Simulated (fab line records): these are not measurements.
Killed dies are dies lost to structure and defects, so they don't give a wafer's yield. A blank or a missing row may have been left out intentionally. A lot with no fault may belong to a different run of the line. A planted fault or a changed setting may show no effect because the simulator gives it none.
Matching of chambers / flow n5-finfet / N5_BEOL_M0_SAQP_PECVD_97 on pecvd-04 has 3 sister chambers
The step deposits SiNx from SiH4/NH3/N2, target thk 23 nm, time 19.9 s. 6 wafers are shown with their chamber, then 12 later ones without.

WAFERS PAIRED WITH THEIR CHAMBERS
wafer=L088.1; chamber=2; showerhead-plenum-p-Torr (Torr)=5.10; throttle-valve-pct (%)=39.5
wafer=L090.4; chamber=2; showerhead-plenum-p-Torr (Torr)=5.12; throttle-valve-pct (%)=39.1
wafer=L090.5; chamber=0; showerhead-plenum-p-Torr (Torr)=5.10; throttle-valve-pct (%)=38.7
wafer=L091.3; chamber=1; showerhead-plenum-p-Torr (Torr)=5.30; throttle-valve-pct (%)=41.5
wafer=L091.4; chamber=0; showerhead-plenum-p-Torr (Torr)=5.12; throttle-valve-pct (%)=38.7
wafer=L091.5; chamber=1; showerhead-plenum-p-Torr (Torr)=5.30; throttle-valve-pct (%)=41.7

WAFERS MISSING THEIR CHAMBER
wafer=L093.3; showerhead-plenum-p-Torr (Torr)=5.31; throttle-valve-pct (%)=41.7
wafer=L093.5; showerhead-plenum-p-Torr (Torr)=5.30; throttle-valve-pct (%)=41.5
wafer=L093.6; showerhead-plenum-p-Torr (Torr)=5.10; throttle-valve-pct (%)=38.8
wafer=L094.1; showerhead-plenum-p-Torr (Torr)=5.12; throttle-valve-pct (%)=38.7
wafer=L094.2; showerhead-plenum-p-Torr (Torr)=5.13; throttle-valve-pct (%)=39.5
wafer=L094.4; showerhead-plenum-p-Torr (Torr)=5.11; throttle-valve-pct (%)=39.6
wafer=L096.1; showerhead-plenum-p-Torr (Torr)=5.29; throttle-valve-pct (%)=41.8
wafer=L096.2; showerhead-plenum-p-Torr (Torr)=5.11; throttle-valve-pct (%)=38.8
wafer=L096.3; showerhead-plenum-p-Torr (Torr)=5.12; throttle-valve-pct (%)=39.6
wafer=L097.2; showerhead-plenum-p-Torr (Torr)=5.12; throttle-valve-pct (%)=38.7
wafer=L097.4; showerhead-plenum-p-Torr (Torr)=5.11; throttle-valve-pct (%)=38.8
wafer=L097.6; showerhead-plenum-p-Torr (Torr)=5.31; throttle-valve-pct (%)=41.6

WHICH CHAMBER EACH WENT THROUGH
wafer=L093.3; from the rows above=1; in truth=1
wafer=L093.5; from the rows above=1; in truth=1
wafer=L093.6; from the rows above=can't be placed: 0 or 2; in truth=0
wafer=L094.1; from the rows above=0; in truth=0
wafer=L094.2; from the rows above=2; in truth=2
wafer=L094.4; from the rows above=2; in truth=2
wafer=L096.1; from the rows above=1; in truth=1
wafer=L096.2; from the rows above=0; in truth=0
wafer=L096.3; from the rows above=2; in truth=2
wafer=L097.2; from the rows above=0; in truth=0
wafer=L097.4; from the rows above=0; in truth=0
wafer=L097.6; from the rows above=1; in truth=1
Placed correctly: 11 of 12. Unplaceable from these rows: 1, with the true chamber sitting among the candidates in 1. Number placed wrongly: 0.
How it was worked out, from the rows above alone: a wafer's distance from a chamber is the root of the sum, over the readings, of the square of ((its reading less the chamber's mean) divided by the reading's scatter). If the next closest chamber is less than 2 further off than the closest, the wafer can't be placed; otherwise it belongs to the closest. The mean given for a chamber averages the wafers shown for that chamber. The scatter: the root of (the sum of the squares of (reading less its chamber's mean) over the shown wafers, divided by (wafers less chambers)).
